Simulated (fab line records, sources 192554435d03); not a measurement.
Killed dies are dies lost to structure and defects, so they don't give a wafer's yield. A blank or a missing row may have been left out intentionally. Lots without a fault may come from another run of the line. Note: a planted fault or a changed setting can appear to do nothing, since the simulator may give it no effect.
Matching of chambers | flow n5 finfet | N5_BEOL_M8_CURE_75 on uv cure-03 has 3 sister chambers
The step cures SiCOH lowk, time 120 s. 16 wafers are shown with their chamber, then 8 later ones without.

== EACH WAFER AND ITS CHAMBER ==
wafer  | chamber | wafer_temp_C_max | lamp power pct (%)
L075.2 | 0       | 371.7            | 52.36
L075.3 | 0       | 372.3            | 52.31
L075.6 | 0       | 371.8            | 52.35
L078.2 | 1       | 371.4            | 52.21
L078.4 | 1       | 371.0            | 52.31
L078.6 | 1       | 371.0            | 52.35
L079.1 | 1       | 370.6            | 52.32
L079.2 | 1       | 371.4            | 52.23
L079.4 | 1       | 371.2            | 52.23
L080.2 | 1       | 370.8            | 52.29
L080.3 | 1       | 371.0            | 52.33
L080.6 | 1       | 371.0            | 52.35
L082.2 | 2       | 372.2            | 52.30
L082.3 | 2       | 372.4            | 52.33
L082.6 | 2       | 372.1            | 52.35
L081.1 | 1       | 371.2            | 52.40

SIGNATURES (averages over the wafers above)
reading          | chamber 0 | chamber 1 | chamber 2 | scatter within a chamber
wafer_temp_C_max | 371.933   | 371.060   | 372.233   | 0.251
lamp power pct   | 52.3400   | 52.3020   | 52.3267   | 0.0534
Rule: a wafer's distance from a chamber is the root of the sum, over the readings, of the square of ((its reading less the chamber's mean) divided by the reading's scatter). If the next closest chamber is less than 2 further off than the closest, the wafer can't be placed; otherwise it belongs to the closest. How the scatter is found: for the shown wafers, subtract from each reading the mean of its chamber, square and add these, divide the total by (wafers less chambers), then take the root.

== WAFERS WITHOUT THEIR CHAMBER ==
wafer  | wafer_temp_C_max | lamp power pct (%)
L081.3 | 371.0            | 52.30
L081.6 | 371.2            | 52.27
L083.1 | 370.9            | 52.28
L083.2 | 370.7            | 52.36
L083.6 | 370.8            | 52.30
L083.3 | 371.1            | 52.31
L083.4 | 371.0            | 52.29
L083.5 | 371.0            | 52.23

== THE CHAMBER EACH PASSED THROUGH ==
wafer  | from the rows above | in truth
L081.3 | 1                   | 1
L081.6 | 1                   | 1
L083.1 | 1                   | 1
L083.2 | 1                   | 1
L083.6 | 1                   | 1
L083.3 | 1                   | 1
L083.4 | 1                   | 1
L083.5 | 1                   | 1
Correctly placed: 8 of 8. Left unplaced by these rows: 0. Placed wrongly: 0.
